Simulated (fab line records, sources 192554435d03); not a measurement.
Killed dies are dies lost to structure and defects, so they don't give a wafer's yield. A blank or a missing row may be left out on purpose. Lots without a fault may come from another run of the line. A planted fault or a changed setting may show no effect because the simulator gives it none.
Which tool did it? | flow n5_finfet | 14 lots, 42 wafers sampled, at 4 steps of a route of 1938

WHAT THE GAUGES READ, wafer by wafer
N5_SD_EPI_P_INSPECT_26: inspects for defects (darkfield).
lot  | measured    | on                | raw_defect_count
L784 | day 4 01:35 | defect_inspect-02 | 162 167 162
L785 | day 4 06:25 | defect_inspect-01 | 132 133 131
L786 | day 4 11:40 | defect_inspect-01 | 137 169 145
L787 | day 4 17:06 | defect_inspect-01 | 148 162 99
L788 | day 4 22:13 | defect_inspect-01 | 230 125 120
L789 | day 5 06:34 | defect_inspect-02 | 189 165 127
L790 | day 5 11:02 | defect_inspect-02 | 246 185 171
L792 | day 6 01:54 | defect_inspect-02 | 187 136 169
L795 | day 6 16:55 | defect_inspect-01 | 160 121 123
L796 | day 6 22:34 | defect_inspect-01 | 103 154 131
L797 | day 7 04:56 | defect_inspect-01 | 171 164 160
L800 | day 7 22:20 | defect_inspect-01 | 210 179 250
L803 | day 8 17:01 | defect_inspect-02 | 199 218 159
L805 | day 9 04:30 | defect_inspect-01 | 194 131 186

N5_SDB_OVL_MEAS_12.
lot  | measured    | on         | SDB_OVL (nm)
L784 | day 4 09:01 | overlay-02 | -0.6 0.6 0.7
L785 | day 4 13:50 | overlay-01 | 1.6 1.0 -0.8
L786 | day 4 19:12 | overlay-01 | 0.4 -0.2 0.0
L787 | day 5 00:46 | overlay-02 | 0.3 1.2 0.3
L788 | day 5 06:11 | overlay-02 | -0.4 0.7 0.6
L789 | day 5 14:05 | overlay-02 | -1.0 0.1 -0.7
L790 | day 5 19:04 | overlay-02 | 1.5 1.1 -2.2
L792 | day 6 09:19 | overlay-02 | 0.9 1.4 0.8
L795 | day 7 00:33 | overlay-01 | -1.3 0.4 0.7
L796 | day 7 06:10 | overlay-02 | 0.1 0.3 -0.2
L797 | day 7 12:28 | overlay-01 | 0.5 -0.5 0.3
L800 | day 8 05:56 | overlay-01 | -0.4 1.2 0.8
L803 | day 9 00:59 | overlay-02 | - - -
L805 | day 9 12:23 | overlay-02 | - - -

WHICH TOOL RAN EACH LOT (tool, then ch and the chambers of the sampled wafers, then the start)
lot  | N5_ILD0_CMP_12               | N5_SDB_DEVELOP_10
L784 | cmp-02 ch 0,1, day 4 08:18   | litho_track-01 ch 0, day 4 08:55
L785 | cmp-02 ch 1,2,3, day 4 13:10 | litho_track-03 ch 0, day 4 13:46
L786 | cmp-03 ch 0,1, day 4 18:24   | litho_track-03 ch 0, day 4 19:07
L787 | cmp-02 ch 0,2,3, day 5 00:04 | litho_track-01 ch 0, day 5 00:41
L788 | cmp-01 ch 0,1,3, day 5 05:20 | litho_track-02 ch 0, day 5 06:05
L789 | cmp-01 ch 0,1,2, day 5 13:25 | litho_track-02 ch 0, day 5 14:00
L790 | cmp-02 ch 0,1,3, day 5 18:12 | litho_track-02 ch 0, day 5 18:59
L792 | cmp-01 ch 1,2,3, day 6 08:37 | litho_track-03 ch 0, day 6 09:14
L795 | cmp-02 ch 1,2,3, day 6 23:47 | litho_track-02 ch 0, day 7 00:28
L796 | cmp-02 ch 2,3, day 7 05:28   | litho_track-01 ch 0, day 7 06:05
L797 | cmp-02 ch 1,2,3, day 7 11:45 | litho_track-02 ch 0, day 7 12:23
L800 | cmp-01 ch 0,1,3, day 8 05:18 | litho_track-03 ch 0, day 8 05:51
L803 | cmp-02 ch 1,2, day 9 00:09   | litho_track-01, day 9 00:53
L805 | cmp-01 ch 1,2, day 9 11:33   | litho_track-03, day 9 12:18
- N5_ILD0_CMP_12: polishes SiNx, stops on poly-Si, t overpolish 6 s, target thk 17.67 nm.
- N5_SDB_DEVELOP_10: develop time 30 s.

WHAT THE TOOLS THEMSELVES READ (means of the sampled wafers that have a number; where no wafer has one, the mark that the record gives instead)
N5_ILD0_CMP_12.
lot  | tool   | motor_current_A (A) | overpolish_run_s (s) | time_to_endpoint_s (s)
L784 | cmp-02 | 9.1                 | 6.000                | 28.5
L785 | cmp-02 | 8.6                 | 5.999                | 29.5
L786 | cmp-03 | 9.3                 | 5.999                | 25.2
L787 | cmp-02 | 9.0                 | 5.998                | 29.4
L788 | cmp-01 | 9.0                 | 5.999                | 31.0
L789 | cmp-01 | 9.7                 | 5.997                | 32.3
L790 | cmp-02 | 9.3                 | 5.999                | 30.9
L792 | cmp-01 | 9.0                 | 5.997                | 32.0
L795 | cmp-02 | 9.2                 | 6.005                | 32.1
L796 | cmp-02 | 9.1                 | 5.994                | 33.3
L797 | cmp-02 | 8.8                 | 5.998                | 29.5
L800 | cmp-01 | 9.2                 | 5.998                | 27.0
L803 | cmp-02 | 8.5                 | 6.012                | 26.8
L805 | cmp-01 | 9.4                 | 5.993                | 28.3

N5_SDB_DEVELOP_10.
lot  | tool           | chill_plate_temp_C (C)
L784 | litho_track-01 | 22.96
L785 | litho_track-03 | 23.09
L786 | litho_track-03 | 22.90
L787 | litho_track-01 | 22.86
L788 | litho_track-02 | 23.03
L789 | litho_track-02 | 22.84
L790 | litho_track-02 | 22.88
L792 | litho_track-03 | 22.96
L795 | litho_track-02 | 23.19
L796 | litho_track-01 | 22.97
L797 | litho_track-02 | 22.90
L800 | litho_track-03 | 23.05
L803 | litho_track-01 | -
L805 | litho_track-03 | -

THE ANSWER, worked out from the rows above alone
Rule: what is usual is taken from the lots themselves. Put in order of their means at a reading, lots are off if they are a third of the lots or fewer, leave a main group of 4 or more, and stand apart from it by a gap of 3 or more times the standard deviation of the main group's means; of several such gaps the widest counts. A main group whose means are all the same, to the digits that the tables above print for the reading, isn't used. A lot without any number at a reading at which 4 lots or more have one is off too. The other lots that the step has rows for count as sound. The gauges are gone through in route order, then the tools' own readings, and for those a lot's mean is taken as printed above. The first step at which some lot is off is used, and at that step the reading that is off furthest; a lot without a number counts as furthest.
Off: L803, L805, at N5_SDB_OVL_MEAS_12 (SDB_OVL). Without a number there: L803, L805. The main group: mean 0.3 nm, standard deviation 0.38.
A tool fits if, at a process step before that reading, it ran every lot that is off, and no sound lot after the first of them. The gauges at N5_SDB_OVL_MEAS_12 aren't tried: what is off there is off at N5_SDB_DEVELOP_10 too, on other tools, and a gauge's error can't cause that. None of those tried fits.

WHAT THE SIMULATOR HAD PUT IN
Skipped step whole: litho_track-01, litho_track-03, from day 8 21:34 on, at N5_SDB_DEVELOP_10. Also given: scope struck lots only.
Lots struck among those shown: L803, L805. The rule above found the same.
